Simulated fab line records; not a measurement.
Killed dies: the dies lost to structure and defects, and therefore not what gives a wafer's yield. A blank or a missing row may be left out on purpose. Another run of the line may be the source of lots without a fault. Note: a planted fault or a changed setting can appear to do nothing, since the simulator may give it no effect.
fab line records / flow nand-harc / part 2 of 2: steps 28 to 39 of 39
record lots=5 wafers=15 last-day=23
route steps=1159 shown A_M1@1058 A_BONDPAD@1059 HYBRID_BOND@1094
lots with no fault: from the same line, run without faults
start-h: hours from the record's first day to the start of the lot's first wafer shown / wait-h: hours elapsed since this lot's preceding step / " identical to the entry in the row above / L1.1+2: several wafers, shown together as one row / - either no value or no given start / * or withheld: withheld / < > ~ a bound
route shown NAME@n: a module of which the file shows steps, and the number in the route of the first / usual: mean and standard deviation over wafers with no fault / same: alike in all rows / chamber/n: place in a boat / sites: the reading at each site / _std_site: standard deviation of those values / _edge_site: outer sites' mean less inner sites' / radius-mm: for every site, how far away it sits from the centre of the wafer / mask NAME#n: copy n / behind: the tool/chamber that last shaped the wafer / hold: why the lot was held/for how many hours/how that ended / device: the n, p or np transistor that did not switch / end of line: the route-end tests of the same wafers / where a step has no rows: the recipe by itself / killed: at the first sort, the dies lost to defects and structure; wafer yield is something else / map: the dies of a wafer, with x for killed, . for not killed, _ for no die there
set.NAME: setting as actually run; set.NAME@STEP: the setting as run at that earlier step / model.NAME: the simulator's own value behind a step, which no gauge read
lots at selected steps of the route; one table per step, one row per wafer
services: the hour from which a tool's chamber was out of use, counted from the record's first day as start-h (under 0 if before that day), plus the number of hours and why
## steps
# step NHARC_A_BONDPAD_PVD_27
# recipe target-thk-a=300 chamber-pressure-pa=5 power-w=5000 substrate-temp-c=30 time-s=20.49 material=Cu
# usual cathode-dc-power-W=5000.1/0.86 throttle-valve-pct=30.2/1.1
lot.wafer=L075.1 tool=pvd-sputter-02 chamber=- start-h=- wait-h=- cathode-dc-power-W=4999.0 throttle-valve-pct=30.9
lot.wafer=L075.6 tool=pvd-sputter-02 chamber=- start-h=- wait-h=- cathode-dc-power-W=5001.2 throttle-valve-pct=30.9
lot.wafer=L075.5 tool=pvd-sputter-02 chamber=- start-h=- wait-h=- cathode-dc-power-W=5000.1 throttle-valve-pct=30.5
lot.wafer=L076.3 tool=pvd-sputter-02 chamber=- start-h=- wait-h=- cathode-dc-power-W=4999.2 throttle-valve-pct=30.5
lot.wafer=L076.2 tool=pvd-sputter-02 chamber=- start-h=- wait-h=- cathode-dc-power-W=4999.1 throttle-valve-pct=29.6
lot.wafer=L076.1 tool=pvd-sputter-02 chamber=- start-h=- wait-h=- cathode-dc-power-W=5000.3 throttle-valve-pct=30.9
lot.wafer=L078.4 tool=pvd-sputter-03 chamber=- start-h=- wait-h=- cathode-dc-power-W=5001.3 throttle-valve-pct=30.7
lot.wafer=L078.1 tool=pvd-sputter-03 chamber=- start-h=- wait-h=- cathode-dc-power-W=5000.4 throttle-valve-pct=32.1
lot.wafer=L078.5 tool=pvd-sputter-03 chamber=- start-h=- wait-h=- cathode-dc-power-W=4998.3 throttle-valve-pct=28.5
lot.wafer=L090.4 tool=pvd-sputter-02 chamber=- start-h=- wait-h=- cathode-dc-power-W=4999.5 throttle-valve-pct=30.9
lot.wafer=L090.2 tool=pvd-sputter-02 chamber=- start-h=- wait-h=- cathode-dc-power-W=4999.0 throttle-valve-pct=30.7
lot.wafer=L090.3 tool=pvd-sputter-02 chamber=- start-h=- wait-h=- cathode-dc-power-W=5000.2 throttle-valve-pct=28.4
lot.wafer=L094.1 tool=pvd-sputter-03 chamber=- start-h=- wait-h=- cathode-dc-power-W=5001.0 throttle-valve-pct=32.1
lot.wafer=L094.6 tool=pvd-sputter-03 chamber=- start-h=- wait-h=- cathode-dc-power-W=5001.6 throttle-valve-pct=30.7
lot.wafer=L094.5 tool=pvd-sputter-03 chamber=- start-h=- wait-h=- cathode-dc-power-W=5000.8 throttle-valve-pct=32.0
# step NHARC_A_BONDPAD_ECD_18
# recipe target-thk-a=4000 bath-temp-c=25 material=Cu
lot.wafer=L075.1+6+5 tool=ecd-cu-02 chamber=1,1,0 start-h=415.75 wait-h=-
lot.wafer=L076.2+1+3 tool=ecd-cu-01 chamber=0,1,1 start-h=416.44 wait-h=-
lot.wafer=L078.1+4+5 tool=ecd-cu-02 chamber=1,0,1 start-h=428.28 wait-h=-
lot.wafer=L090.2+4+3 tool=ecd-cu-02 chamber=1,0,1 start-h=507.54 wait-h=-
lot.wafer=L094.1+5+6 tool=ecd-cu-02 chamber=0,0,1 start-h=524.30 wait-h=-
# step NHARC_A_BONDPAD_ANNEAL_28
# recipe temp-c=225 time-s=90
# usual wafer_temp_C_max=226.05/0.27
lot.wafer=L075.1 tool=rtp-anneal-01 chamber=0 start-h=416.13 wait-h=0.3 wafer_temp_C_max=226.11
lot.wafer=L075.5 tool=rtp-anneal-01 chamber=0 start-h=416.13 wait-h=0.3 wafer_temp_C_max=226.25
lot.wafer=L075.6 tool=rtp-anneal-01 chamber=0 start-h=416.13 wait-h=0.3 wafer_temp_C_max=225.80
lot.wafer=L076.1 tool=rtp-anneal-01 chamber=0 start-h=416.82 wait-h=0.3 wafer_temp_C_max=226.37
lot.wafer=L076.2 tool=rtp-anneal-01 chamber=0 start-h=416.82 wait-h=0.3 wafer_temp_C_max=225.89
lot.wafer=L076.3 tool=rtp-anneal-01 chamber=0 start-h=416.82 wait-h=0.3 wafer_temp_C_max=225.85
lot.wafer=L078.1 tool=rtp-anneal-01 chamber=0 start-h=428.61 wait-h=0.3 wafer_temp_C_max=225.98
lot.wafer=L078.4 tool=rtp-anneal-01 chamber=0 start-h=428.61 wait-h=0.3 wafer_temp_C_max=226.32
lot.wafer=L078.5 tool=rtp-anneal-01 chamber=0 start-h=428.61 wait-h=0.3 wafer_temp_C_max=226.00
lot.wafer=L090.2 tool=rtp-anneal-01 chamber=0 start-h=507.92 wait-h=0.3 wafer_temp_C_max=225.78
lot.wafer=L090.3 tool=rtp-anneal-01 chamber=0 start-h=507.92 wait-h=0.3 wafer_temp_C_max=226.14
lot.wafer=L090.4 tool=rtp-anneal-01 chamber=0 start-h=507.92 wait-h=0.3 wafer_temp_C_max=226.32
lot.wafer=L094.1 tool=rtp-anneal-01 chamber=0 start-h=525.23 wait-h=- wafer_temp_C_max=226.44
lot.wafer=L094.5 tool=rtp-anneal-01 chamber=0 start-h=525.23 wait-h=- wafer_temp_C_max=226.53
lot.wafer=L094.6 tool=rtp-anneal-01 chamber=0 start-h=525.23 wait-h=- wafer_temp_C_max=226.26
# step NHARC_A_BONDPAD_CMP_19
# recipe t-overpolish-s=30 cu-recess-touch-s=16 target-thk-nm=169.8
# usual motor-current-A=12.1/0.72 overpolish-run-s=29.999/0.0091
lot.wafer=L075.1 tool=cmp-01 chamber=3 start-h=416.53 wait-h=- motor-current-A=12.8 overpolish-run-s=29.991
lot.wafer=L075.6 tool=cmp-01 chamber=1 start-h=416.53 wait-h=- motor-current-A=12.0 overpolish-run-s=30.003
lot.wafer=L075.5 tool=cmp-01 chamber=2 start-h=416.53 wait-h=- motor-current-A=12.1 overpolish-run-s=29.999
lot.wafer=L076.3 tool=cmp-01 chamber=1 start-h=417.16 wait-h=- motor-current-A=12.5 overpolish-run-s=30.000
lot.wafer=L076.2 tool=cmp-01 chamber=3 start-h=417.16 wait-h=- motor-current-A=12.5 overpolish-run-s=30.000
lot.wafer=L076.1 tool=cmp-01 chamber=0 start-h=417.16 wait-h=- motor-current-A=11.1 overpolish-run-s=30.001
lot.wafer=L078.4 tool=cmp-01 chamber=3 start-h=428.96 wait-h=- motor-current-A=12.3 overpolish-run-s=29.997
lot.wafer=L078.1 tool=cmp-01 chamber=1 start-h=428.96 wait-h=- motor-current-A=11.7 overpolish-run-s=30.002
lot.wafer=L078.5 tool=cmp-01 chamber=3 start-h=428.96 wait-h=- motor-current-A=12.9 overpolish-run-s=29.990
lot.wafer=L090.3 tool=cmp-04 chamber=1 start-h=508.24 wait-h=- motor-current-A=12.3 overpolish-run-s=29.992
lot.wafer=L090.4 tool=cmp-04 chamber=2 start-h=508.24 wait-h=- motor-current-A=12.4 overpolish-run-s=29.986
lot.wafer=L090.2 tool=cmp-04 chamber=3 start-h=508.24 wait-h=- motor-current-A=11.4 overpolish-run-s=29.982
lot.wafer=L094.1 tool=cmp-01 chamber=1 start-h=525.57 wait-h=- motor-current-A=12.0 overpolish-run-s=30.009
lot.wafer=L094.6 tool=cmp-01 chamber=1 start-h=525.57 wait-h=- motor-current-A=11.8 overpolish-run-s=30.013
lot.wafer=L094.5 tool=cmp-01 chamber=2 start-h=525.57 wait-h=- motor-current-A=11.6 overpolish-run-s=30.000
# step NHARC_A_BONDPAD_THK_MEAS_20
# recipe thk-meas-gauge=xrf
# usual thk-nm=170.1/1.7
lot.wafer=L075.1 tool=film-metro-01 chamber=- start-h=416.79 wait-h=- thk-nm=168.5
lot.wafer=L075.5 tool=film-metro-01 chamber=- start-h=416.79 wait-h=- thk-nm=168.9
lot.wafer=L075.6 tool=film-metro-01 chamber=- start-h=416.79 wait-h=- thk-nm=167.2
lot.wafer=L076.1 tool=film-metro-02 chamber=- start-h=417.49 wait-h=- thk-nm=169.2
lot.wafer=L076.2 tool=film-metro-02 chamber=- start-h=417.49 wait-h=- thk-nm=170.5
lot.wafer=L076.3 tool=film-metro-02 chamber=- start-h=417.49 wait-h=- thk-nm=167.6
lot.wafer=L078.1 tool=film-metro-01 chamber=- start-h=429.28 wait-h=- thk-nm=167.3
lot.wafer=L078.4 tool=film-metro-01 chamber=- start-h=429.28 wait-h=- thk-nm=169.7
lot.wafer=L078.5 tool=film-metro-01 chamber=- start-h=429.28 wait-h=- thk-nm=170.3
lot.wafer=L090.2 tool=film-metro-01 chamber=- start-h=508.53 wait-h=- thk-nm=170.1
lot.wafer=L090.3 tool=film-metro-01 chamber=- start-h=508.53 wait-h=- thk-nm=172.5
lot.wafer=L090.4 tool=film-metro-01 chamber=- start-h=508.53 wait-h=- thk-nm=172.0
lot.wafer=L094.1 tool=film-metro-01 chamber=- start-h=525.90 wait-h=- thk-nm=170.7
lot.wafer=L094.5 tool=film-metro-01 chamber=- start-h=525.90 wait-h=- thk-nm=169.0
lot.wafer=L094.6 tool=film-metro-01 chamber=- start-h=525.90 wait-h=- thk-nm=170.5
# step NHARC_A_BONDPAD_SRD_21
# recipe time-s=30 temp-c=23 dry-time-s=20 spin-rpm=1500
lot.wafer=L075.5+1+6 tool=wet-bench-10 chamber=0,1,5 start-h=416.83 wait-h=0.0
lot.wafer=L076.1+3+2 tool=wet-bench-10 chamber=1,2,5 start-h=417.53 wait-h=0.0
lot.wafer=L078.4+5+1 tool=wet-bench-08 chamber=3,6,7 start-h=429.32 wait-h=0.0
lot.wafer=L090.3+4+2 tool=wet-bench-10 chamber=3,5,7 start-h=508.57 wait-h=0.0
lot.wafer=L094.5+6+1 tool=wet-bench-10 chamber=4,5,7 start-h=525.94 wait-h=0.0
# step NHARC_A_BONDPAD_INSPECT_23
# usual raw-defect-count=452/100
lot.wafer=L075.1 tool=defect-inspect-01 chamber=- start-h=417.00 wait-h=0.0 raw-defect-count=477
lot.wafer=L075.5 tool=defect-inspect-01 chamber=- start-h=417.00 wait-h=0.0 raw-defect-count=298
lot.wafer=L075.6 tool=defect-inspect-01 chamber=- start-h=417.00 wait-h=0.0 raw-defect-count=449
lot.wafer=L076.1 tool=defect-inspect-01 chamber=- start-h=417.69 wait-h=0.0 raw-defect-count=497
lot.wafer=L076.2 tool=defect-inspect-01 chamber=- start-h=417.69 wait-h=0.0 raw-defect-count=399
lot.wafer=L076.3 tool=defect-inspect-01 chamber=- start-h=417.69 wait-h=0.0 raw-defect-count=603
lot.wafer=L078.1 tool=defect-inspect-01 chamber=- start-h=429.51 wait-h=0.0 raw-defect-count=414
lot.wafer=L078.4 tool=defect-inspect-01 chamber=- start-h=429.51 wait-h=0.0 raw-defect-count=302
lot.wafer=L078.5 tool=defect-inspect-01 chamber=- start-h=429.51 wait-h=0.0 raw-defect-count=520
lot.wafer=L090.2 tool=defect-inspect-02 chamber=- start-h=508.73 wait-h=0.0 raw-defect-count=719
lot.wafer=L090.3 tool=defect-inspect-02 chamber=- start-h=508.73 wait-h=0.0 raw-defect-count=756
lot.wafer=L090.4 tool=defect-inspect-02 chamber=- start-h=508.73 wait-h=0.0 raw-defect-count=538
lot.wafer=L094.1 tool=defect-inspect-02 chamber=- start-h=526.10 wait-h=0.0 raw-defect-count=620
lot.wafer=L094.5 tool=defect-inspect-02 chamber=- start-h=526.10 wait-h=0.0 raw-defect-count=428
lot.wafer=L094.6 tool=defect-inspect-02 chamber=- start-h=526.10 wait-h=0.0 raw-defect-count=510
# step NHARC_HYBRID_BOND_ACTIVATE_00
# recipe time-s=60 n2-flow-sccm=200 ar-flow-sccm=0 bias-power-w=0 chemistry=N2
# usual drypump-motor-current-A=5.7/0.38 oes-product-au=0.999/0.012 rf-vpp-V=64.3/0.95 showerhead-plenum-p-Torr=1.78/0.088
lot.wafer=L075.1 tool=rie-diel-01 chamber=3 start-h=417.08 wait-h=0.1 drypump-motor-current-A=5.4 oes-product-au=1.001 rf-hours-counter-h=9 rf-vpp-V=66.1 showerhead-plenum-p-Torr=1.87
lot.wafer=L075.5 tool=rie-diel-01 chamber=1 start-h=417.08 wait-h=0.1 drypump-motor-current-A=6.1 oes-product-au=1.002 rf-hours-counter-h=- rf-vpp-V=64.3 showerhead-plenum-p-Torr=1.88
lot.wafer=L075.6 tool=rie-diel-01 chamber=2 start-h=417.08 wait-h=0.1 drypump-motor-current-A=5.1 oes-product-au=0.992 rf-hours-counter-h=- rf-vpp-V=63.5 showerhead-plenum-p-Torr=1.67
lot.wafer=L076.3 tool=rie-diel-01 chamber=2 start-h=417.75 wait-h=0.1 drypump-motor-current-A=5.1 oes-product-au=0.993 rf-hours-counter-h=10 rf-vpp-V=65.1 showerhead-plenum-p-Torr=1.67
lot.wafer=L076.1 tool=rie-diel-01 chamber=3 start-h=417.75 wait-h=0.1 drypump-motor-current-A=5.4 oes-product-au=0.992 rf-hours-counter-h=10 rf-vpp-V=63.8 showerhead-plenum-p-Torr=1.87
lot.wafer=L076.2 tool=rie-diel-01 chamber=1 start-h=417.75 wait-h=0.1 drypump-motor-current-A=6.1 oes-product-au=0.999 rf-hours-counter-h=10 rf-vpp-V=66.0 showerhead-plenum-p-Torr=1.88
lot.wafer=L078.4 tool=rie-diel-01 chamber=2 start-h=429.57 wait-h=0.1 drypump-motor-current-A=5.1 oes-product-au=0.998 rf-hours-counter-h=11 rf-vpp-V=64.6 showerhead-plenum-p-Torr=1.67
lot.wafer=L078.1 tool=rie-diel-01 chamber=1 start-h=429.57 wait-h=0.1 drypump-motor-current-A=6.1 oes-product-au=1.015 rf-hours-counter-h=11 rf-vpp-V=65.6 showerhead-plenum-p-Torr=1.88
lot.wafer=L078.5 tool=rie-diel-01 chamber=2 start-h=429.57 wait-h=0.1 drypump-motor-current-A=5.1 oes-product-au=0.991 rf-hours-counter-h=- rf-vpp-V=63.1 showerhead-plenum-p-Torr=1.67
lot.wafer=L090.3 tool=rie-diel-01 chamber=0 start-h=508.79 wait-h=0.1 drypump-motor-current-A=5.9 oes-product-au=0.999 rf-hours-counter-h=1 rf-vpp-V=62.4 showerhead-plenum-p-Torr=1.73
lot.wafer=L090.2 tool=rie-diel-01 chamber=1 start-h=508.79 wait-h=0.1 drypump-motor-current-A=6.1 oes-product-au=0.991 rf-hours-counter-h=1 rf-vpp-V=63.2 showerhead-plenum-p-Torr=1.87
lot.wafer=L090.4 tool=rie-diel-01 chamber=2 start-h=508.79 wait-h=0.1 drypump-motor-current-A=5.1 oes-product-au=0.997 rf-hours-counter-h=1 rf-vpp-V=63.9 showerhead-plenum-p-Torr=1.67
lot.wafer=L094.1 tool=rie-diel-01 chamber=2 start-h=526.16 wait-h=0.1 drypump-motor-current-A=5.1 oes-product-au=0.992 rf-hours-counter-h=2 rf-vpp-V=63.4 showerhead-plenum-p-Torr=1.66
lot.wafer=L094.6 tool=rie-diel-01 chamber=2 start-h=526.16 wait-h=0.1 drypump-motor-current-A=5.2 oes-product-au=0.996 rf-hours-counter-h=- rf-vpp-V=64.0 showerhead-plenum-p-Torr=1.66
lot.wafer=L094.5 tool=rie-diel-01 chamber=3 start-h=526.16 wait-h=0.1 drypump-motor-current-A=5.5 oes-product-au=0.983 rf-hours-counter-h=- rf-vpp-V=65.3 showerhead-plenum-p-Torr=1.87
# step NHARC_HYBRID_BOND_PRECLEAN_01
# recipe time-s=300 temp-c=23 chemistry=DIW
lot.wafer=L075.6+5+1 tool=wet-bench-08 chamber=4,5,7 start-h=417.24 wait-h=0.1
lot.wafer=L076.2+1+3 tool=wet-bench-10 chamber=3,4,6 start-h=417.92 wait-h=0.1
lot.wafer=L078.1+5+4 tool=wet-bench-08 chamber=0,1,2 start-h=429.74 wait-h=0.1
lot.wafer=L090.4+3+2 tool=wet-bench-10 chamber=3,4,5 start-h=508.95 wait-h=0.1
lot.wafer=L094.5+1+6 tool=wet-bench-08 chamber=7,1,2 start-h=526.33 wait-h=0.1
# step NHARC_HYBRID_BOND_SRD_02
# recipe time-s=30 temp-c=23 dry-time-s=20 spin-rpm=1500
lot.wafer=L075.6+5+1 tool=wet-bench-08 chamber=4,5,7 start-h=- wait-h=-
lot.wafer=L076.2+1+3 tool=wet-bench-10 chamber=3,4,6 start-h=- wait-h=-
lot.wafer=L078.1+5+4 tool=wet-bench-08 chamber=0,1,2 start-h=- wait-h=-
lot.wafer=L090.4+3+2 tool=wet-bench-10 chamber=3,4,5 start-h=- wait-h=-
lot.wafer=L094.5+1+6 tool=wet-bench-08 chamber=7,1,2 start-h=- wait-h=-
# step NHARC_HYBRID_BOND_BOND_03
# recipe temp-c=25
lot.wafer=L075.1+5+6 tool=wafer-bonder-01 chamber=0 start-h=417.46 wait-h=-
lot.wafer=L076.1+2+3 tool=wafer-bonder-01 chamber=0 start-h=419.27 wait-h=-
lot.wafer=L078.1+4+5 tool=wafer-bonder-01 chamber=0 start-h=429.99 wait-h=-
lot.wafer=L090.2+3+4 tool=wafer-bonder-01 chamber=0 start-h=509.35 wait-h=-
lot.wafer=L094.1+5+6 tool=wafer-bonder-01 chamber=0 start-h=526.57 wait-h=-
# step NHARC_HYBRID_BOND_ANNEAL_04
# recipe temp-c=300 time-s=7200 ramp-up-c-per-min=5 ramp-down-c-per-min=3 idle-temp-c=100 pressure-atm=1
# usual spike-tc-lower-C=300.8/1.4
lot.wafer=L075.1 tool=furnace-01 chamber=0 start-h=421.58 wait-h=4.0 spike-tc-lower-C=303.2
lot.wafer=L075.5 tool=furnace-01 chamber=0 start-h=421.58 wait-h=4.0 spike-tc-lower-C=301.4
lot.wafer=L075.6 tool=furnace-01 chamber=0 start-h=421.58 wait-h=4.0 spike-tc-lower-C=302.8
lot.wafer=L076.1 tool=furnace-01 chamber=0 start-h=421.58 wait-h=2.2 spike-tc-lower-C=299.8
lot.wafer=L076.2 tool=furnace-01 chamber=0 start-h=421.58 wait-h=2.2 spike-tc-lower-C=299.5
lot.wafer=L076.3 tool=furnace-01 chamber=0 start-h=421.58 wait-h=2.2 spike-tc-lower-C=301.0
lot.wafer=L078.1 tool=furnace-07 chamber=0 start-h=437.63 wait-h=7.5 spike-tc-lower-C=299.6
lot.wafer=L078.4 tool=furnace-07 chamber=0 start-h=437.63 wait-h=7.5 spike-tc-lower-C=297.8
lot.wafer=L078.5 tool=furnace-07 chamber=0 start-h=437.63 wait-h=7.5 spike-tc-lower-C=299.3
lot.wafer=L090.2 tool=furnace-05 chamber=0 start-h=510.44 wait-h=0.9 spike-tc-lower-C=301.0
lot.wafer=L090.3 tool=furnace-05 chamber=0 start-h=510.44 wait-h=0.9 spike-tc-lower-C=302.6
lot.wafer=L090.4 tool=furnace-05 chamber=0 start-h=510.44 wait-h=0.9 spike-tc-lower-C=302.6
lot.wafer=L094.1 tool=furnace-01 chamber=0 start-h=533.77 wait-h=7.0 spike-tc-lower-C=301.3
lot.wafer=L094.5 tool=furnace-01 chamber=0 start-h=533.77 wait-h=7.0 spike-tc-lower-C=300.8
lot.wafer=L094.6 tool=furnace-01 chamber=0 start-h=533.77 wait-h=7.0 spike-tc-lower-C=302.8
## services
tool=pvd-sputter-02 chamber=- start-h=392.05 hours=10.0 kind=pm
tool=cmp-04 chamber=- start-h=399.16 hours=4.0 kind=pm
tool=wet-bench-08 chamber=- start-h=406.40 hours=8.0 kind=pm
tool=litho-track-05 chamber=- start-h=412.02 hours=7.0 kind=pm
tool=ecd-cu-02 chamber=- start-h=419.52 hours=1.7 kind=repair
tool=wet-bench-10 chamber=- start-h=423.20 hours=8.0 kind=pm
tool=rie-diel-10 chamber=1 start-h=435.13 hours=6.0 kind=repair
tool=cmp-01 chamber=- start-h=441.24 hours=12.0 kind=repair
tool=pvd-sputter-03 chamber=- start-h=458.03 hours=10.0 kind=pm
tool=wet-bench-10 chamber=- start-h=465.49 hours=0.8 kind=repair
tool=wafer-bonder-01 chamber=- start-h=466.15 hours=1.1 kind=repair
tool=pecvd-02 chamber=1 start-h=470.22 hours=4.9 kind=repair
tool=cmp-01 chamber=- start-h=473.54 hours=4.0 kind=pm
tool=rie-diel-08 chamber=- start-h=478.80 hours=9.0 kind=pm
tool=rie-diel-01 chamber=- start-h=491.89 hours=9.0 kind=pm
tool=pecvd-02 chamber=1 start-h=493.73 hours=6.4 kind=repair
tool=rie-diel-10 chamber=- start-h=496.65 hours=0.5 kind=repair
tool=cmp-04 chamber=- start-h=497.16 hours=4.0 kind=pm
tool=pvd-sputter-02 chamber=- start-h=511.08 hours=3.1 kind=repair
tool=rie-diel-08 chamber=0 start-h=511.88 hours=5.2 kind=repair
tool=litho-track-02 chamber=- start-h=515.00 hours=7.0 kind=pm
tool=pecvd-02 chamber=- start-h=515.33 hours=13.0 kind=pm
tool=pvd-sputter-02 chamber=- start-h=525.84 hours=12.5 kind=repair
tool=rie-diel-10 chamber=- start-h=530.50 hours=9.0 kind=pm
